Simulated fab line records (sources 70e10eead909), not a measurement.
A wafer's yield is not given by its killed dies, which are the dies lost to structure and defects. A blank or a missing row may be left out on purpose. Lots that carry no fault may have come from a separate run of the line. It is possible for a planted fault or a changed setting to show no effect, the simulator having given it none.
Struck lot and sound lot, side by side -- flow nandHarc -- 18 out of 1159 route steps
Sound: wafers L530.1, L530.4, L530.6. The struck wafers were L534.2, L534.4, L534.6. Last of all comes the cause.
At each step with rows: each side's tool, then ch and its chambers, then its first start. Under that, the readings that differ: sound wafers -- struck wafers -- difference of the means -- sigmas: that difference in standard deviations of wafers without a fault.
alike: same words and numbers on both sides, and readings whose means sit less than 2 such deviations apart. not compared: any withheld reading, any reading some wafer has no value for, any bound like >300 that may hide the same value, and any number with overlapping values for which the record gives no deviation.
A row with sigmas, a row that says differs or no value, or rows on one side alone: a step with any of these is where the two part. When numbers do not overlap yet have no deviation, they are printed without sigmas and do not part them. A reading that every wafer of one side lacks parts them only if that side has two wafers or more.

NHARC_P_GATE_ALD_36: deposits SiNx, target thk 20 nm, pulse time 60 s, ald cycles 223.
  sound on aldSin-01 ch 0,1,3, day 5 17:19; struck on aldSin-04 ch 1,2, day 7 01:06
  alike: heaterPowerOuterW, heaterPowerW, precursorPulseHeightRel
NHARC_P_GATE_ETCHBACK_37: etches the open film in CHF3/O2, target depth 34.5 nm, time 17.2 s.
  sound: rieDiel-03 ch 1,2,3; struck: rieDiel-03 ch 0,2
  alike: drypumpMotorCurrentA, oesProductAu, rfVppV, showerheadPlenumPTorr, throttleValvePct
  not compared: rfHoursCounterH
NHARC_P_GATE_STRIP_101: strips in O2, time 20 s.
  sound on rieDiel-03 ch 0,1,2, day 6 01:55; struck on rieDiel-03 ch 0,2, day 7 10:29
  alike: drypumpMotorCurrentA, oesProductAu, rfVppV, showerheadPlenumPTorr, throttleValvePct
  not compared: rfHoursCounterH
then, 9 steps without rows for these wafers: NHARC_P_GATE_PRECLEAN_97 (cleans in SPM, time 600 s); NHARC_P_GATE_SRD_98; NHARC_P_GATE_PRECLEAN_99 (cleans in SC1); NHARC_P_GATE_SRD_100; NHARC_P_GATE_DEHYDRATE_38 (time 120 s); NHARC_P_GATE_HMDS_39 (time 30 s); NHARC_P_GATE_COAT_40; NHARC_P_GATE_SOFTBAKE_41 (time 95 s); NHARC_P_GATE_EBR_42.
NHARC_P_GATE_EXPOSE_43: exposes mask P NSD, target cd 720 nm.
  sound on krfScanner-04 ch 0, day 6 02:45; struck on krfScanner-02 ch 0, day 7 11:16
reading,sound,struck,difference,sigmas
mask,P_NSD#0 P_NSD#0 P_NSD#0,P_PSD#0 P_PSD#0 P_PSD#0,differs,
then, 2 steps without rows for these wafers: NHARC_P_GATE_PEB_44 (peb time 85 s); NHARC_P_GATE_DEVELOP_45 (time 70 s).
NHARC_P_GATE_CD_MEAS_46: target cd 720 nm.
  sound on cdSem-02 ch 0, day 6 02:54; struck on cdSem-03 ch 0, day 7 11:26
reading,sound,struck,difference,sigmas
cdNm (nm),719.5 719.4 721.0,- - -,no value on the struck wafers,
then, 1 step without rows for these wafers: NHARC_P_GATE_HARDBAKE_47 (time 80 s).
-- record jumps: 14 days between struck wafers' starts before vs after; left off in module P_GATE, resumes in module END, first step shown is number 1159 of the route --
NHARC_END_SORT_01:
  only the struck wafers appear in the record here, on prober-02 ch 0 at day 21 12:27; the sound ones have no rows

## WHERE THEY PART
At NHARC_P_GATE_EXPOSE_43 first; at NHARC_END_SORT_01 last (within this record only).

WHY: what the simulator had put in
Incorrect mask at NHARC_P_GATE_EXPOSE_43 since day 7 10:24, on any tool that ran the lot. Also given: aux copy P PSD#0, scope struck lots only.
